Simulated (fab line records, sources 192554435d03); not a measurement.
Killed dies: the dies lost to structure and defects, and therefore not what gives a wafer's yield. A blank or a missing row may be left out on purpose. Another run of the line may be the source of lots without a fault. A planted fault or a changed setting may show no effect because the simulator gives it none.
Matching of chambers || flow n5-finfet || N5_GATE_CUT_PECVD_57 on pecvd-01 has 3 sister chambers
The step deposits SiNx from SiH4/NH3/N2, target thk 21 nm. 14 wafers are shown with their chamber, then 7 later ones without.

## WAFERS PAIRED WITH THEIR CHAMBERS
{"wafer": "L080.2", "chamber": 1, "throttle-valve-pct (%)": 44.2, "showerhead-plenum-p-Torr (Torr)": 4.92, "heater-power-w (W)": 634}
{"wafer": "L080.3", "chamber": 0, "throttle-valve-pct (%)": 38.6, "showerhead-plenum-p-Torr (Torr)": 5.07, "heater-power-w (W)": 867}
{"wafer": "L080.6", "chamber": 1, "throttle-valve-pct (%)": 44.4, "showerhead-plenum-p-Torr (Torr)": 4.93, "heater-power-w (W)": 611}
{"wafer": "L082.1", "chamber": 2, "throttle-valve-pct (%)": 41.7, "showerhead-plenum-p-Torr (Torr)": 5.08, "heater-power-w (W)": 762}
{"wafer": "L082.2", "chamber": 1, "throttle-valve-pct (%)": 44.4, "showerhead-plenum-p-Torr (Torr)": 4.95, "heater-power-w (W)": 665}
{"wafer": "L082.4", "chamber": 0, "throttle-valve-pct (%)": 38.7, "showerhead-plenum-p-Torr (Torr)": 5.07, "heater-power-w (W)": 829}
{"wafer": "L085.4", "chamber": 1, "throttle-valve-pct (%)": 44.3, "showerhead-plenum-p-Torr (Torr)": 4.95, "heater-power-w (W)": 728}
{"wafer": "L085.5", "chamber": 2, "throttle-valve-pct (%)": 42.0, "showerhead-plenum-p-Torr (Torr)": 5.07, "heater-power-w (W)": 715}
{"wafer": "L085.6", "chamber": 0, "throttle-valve-pct (%)": 38.7, "showerhead-plenum-p-Torr (Torr)": 5.07, "heater-power-w (W)": 875}
{"wafer": "L090.3", "chamber": 2, "throttle-valve-pct (%)": 41.8, "showerhead-plenum-p-Torr (Torr)": 5.07, "heater-power-w (W)": 727}
{"wafer": "L090.4", "chamber": 0, "throttle-valve-pct (%)": 38.7, "showerhead-plenum-p-Torr (Torr)": 5.08, "heater-power-w (W)": 799}
{"wafer": "L090.6", "chamber": 2, "throttle-valve-pct (%)": 41.8, "showerhead-plenum-p-Torr (Torr)": 5.08, "heater-power-w (W)": 739}
{"wafer": "L091.1", "chamber": 0, "throttle-valve-pct (%)": 38.9, "showerhead-plenum-p-Torr (Torr)": 5.08, "heater-power-w (W)": 920}
{"wafer": "L091.3", "chamber": 1, "throttle-valve-pct (%)": 44.4, "showerhead-plenum-p-Torr (Torr)": 4.94, "heater-power-w (W)": 704}

SIGNATURES (averages over the wafers above)
{"reading": "throttle-valve-pct", "chamber 0": 38.720, "chamber 1": 44.340, "chamber 2": 41.825, "scatter within a chamber": 0.108}
{"reading": "showerhead-plenum-p-Torr", "chamber 0": 5.0740, "chamber 1": 4.9380, "chamber 2": 5.0750, "scatter within a chamber": 0.00905}
{"reading": "heater-power-w", "chamber 0": 858.00, "chamber 1": 668.40, "chamber 2": 735.75, "scatter within a chamber": 41.6}
Rule: distance of a wafer from a chamber = root of the sum over the readings of ((wafer's reading minus chamber's mean) / reading's scatter) squared. If the next closest chamber is less than 2 further off than the closest, the wafer can't be placed; otherwise it belongs to the closest. The scatter: the root of (the sum of the squares of (reading less its chamber's mean) over the shown wafers, divided by (wafers less chambers)).

## WAFERS WITH NO CHAMBER GIVEN
{"wafer": "L091.5", "throttle-valve-pct (%)": 38.6, "showerhead-plenum-p-Torr (Torr)": 5.06, "heater-power-w (W)": 930}
{"wafer": "L092.1", "throttle-valve-pct (%)": 41.5, "showerhead-plenum-p-Torr (Torr)": 5.07, "heater-power-w (W)": 731}
{"wafer": "L092.2", "throttle-valve-pct (%)": 44.5, "showerhead-plenum-p-Torr (Torr)": 4.94, "heater-power-w (W)": 629}
{"wafer": "L092.6", "throttle-valve-pct (%)": 41.6, "showerhead-plenum-p-Torr (Torr)": 5.08, "heater-power-w (W)": 746}
{"wafer": "L095.2", "throttle-valve-pct (%)": 38.8, "showerhead-plenum-p-Torr (Torr)": 5.08, "heater-power-w (W)": 772}
{"wafer": "L095.3", "throttle-valve-pct (%)": 38.7, "showerhead-plenum-p-Torr (Torr)": 5.07, "heater-power-w (W)": 786}
{"wafer": "L095.5", "throttle-valve-pct (%)": 38.6, "showerhead-plenum-p-Torr (Torr)": 5.08, "heater-power-w (W)": 769}

## EACH ONE'S CHAMBER
{"wafer": "L091.5", "from the rows above": 0, "in truth": 0}
{"wafer": "L092.1", "from the rows above": 2, "in truth": 2}
{"wafer": "L092.2", "from the rows above": 1, "in truth": 1}
{"wafer": "L092.6", "from the rows above": 2, "in truth": 2}
{"wafer": "L095.2", "from the rows above": 0, "in truth": 0}
{"wafer": "L095.3", "from the rows above": 0, "in truth": 0}
{"wafer": "L095.5", "from the rows above": 0, "in truth": 0}
Placed correctly: 7 of 7. Left unplaced by these rows: 0. 0 placed wrongly.
